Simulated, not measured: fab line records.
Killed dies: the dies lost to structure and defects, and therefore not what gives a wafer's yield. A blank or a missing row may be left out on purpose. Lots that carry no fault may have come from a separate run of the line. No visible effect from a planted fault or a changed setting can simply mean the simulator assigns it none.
Chamber matching	flow n5_finfet	N5_BEOL_M7_ETCH_65 on rie_diel-05 has 4 sister chambers
The step etches SiARC in CF4, target depth 15.6 nm, time 26 s. 16 wafers are shown with their chamber, then 8 later ones without.

WAFERS PAIRED WITH THEIR CHAMBERS
wafer	chamber	drypump_motor_current_A (A)	throttle_valve_pct (%)	showerhead_plenum_p_Torr (Torr)
L075.2	1	5.8	15.78	2.05
L075.3	0	5.7	15.42	2.26
L075.6	1	5.8	15.80	2.05
L074.1	2	5.2	15.51	2.14
L074.2	3	6.3	16.00	2.17
L074.6	2	5.2	15.50	2.14
L079.1	0	5.7	15.41	2.25
L079.5	3	6.3	16.02	2.17
L079.6	2	5.2	15.50	2.14
L082.1	2	5.1	15.54	2.13
L082.3	1	5.7	15.83	2.04
L082.4	3	6.3	16.04	2.17
L085.1	3	6.3	16.03	2.16
L085.3	1	5.8	15.83	2.04
L085.6	3	6.3	16.03	2.17
L086.2	3	6.3	16.03	2.16

SIGNATURES, as means of the wafers listed above
reading	chamber 0	chamber 1	chamber 2	chamber 3	scatter within a chamber
drypump_motor_current_A	5.700	5.775	5.175	6.300	0.0354
throttle_valve_pct	15.4150	15.8100	15.5125	16.0250	0.018
showerhead_plenum_p_Torr	2.2550	2.0450	2.1375	2.1667	0.00546
Rule: for a wafer and a chamber, the distance is found by dividing, reading by reading, the gap between the wafer's reading and the chamber's mean by the reading's scatter, squaring, summing and taking the root. If the next closest chamber is less than 2 further off than the closest, the wafer can't be placed; otherwise it belongs to the closest. The scatter is the square root of a quotient: the sum, over the shown wafers, of each reading's squared deviation from its chamber's mean, divided by wafers minus chambers.

WAFERS MISSING THEIR CHAMBER
wafer	drypump_motor_current_A (A)	throttle_valve_pct (%)	showerhead_plenum_p_Torr (Torr)
L086.4	5.7	15.44	2.25
L086.6	5.7	15.84	2.04
L087.1	5.7	15.82	2.04
L087.3	5.7	15.44	2.25
L087.6	5.2	15.54	2.13
L090.2	6.3	16.06	2.16
L090.5	6.3	16.06	2.16
L090.6	5.8	15.85	2.04

CHAMBER TAKEN BY EACH
wafer	from the rows above	in truth
L086.4	0	0
L086.6	1	1
L087.1	1	1
L087.3	0	0
L087.6	2	2
L090.2	3	3
L090.5	3	3
L090.6	1	1
8 of 8 placed correctly. Number that these rows cannot place: 0. Number placed wrongly: 0.
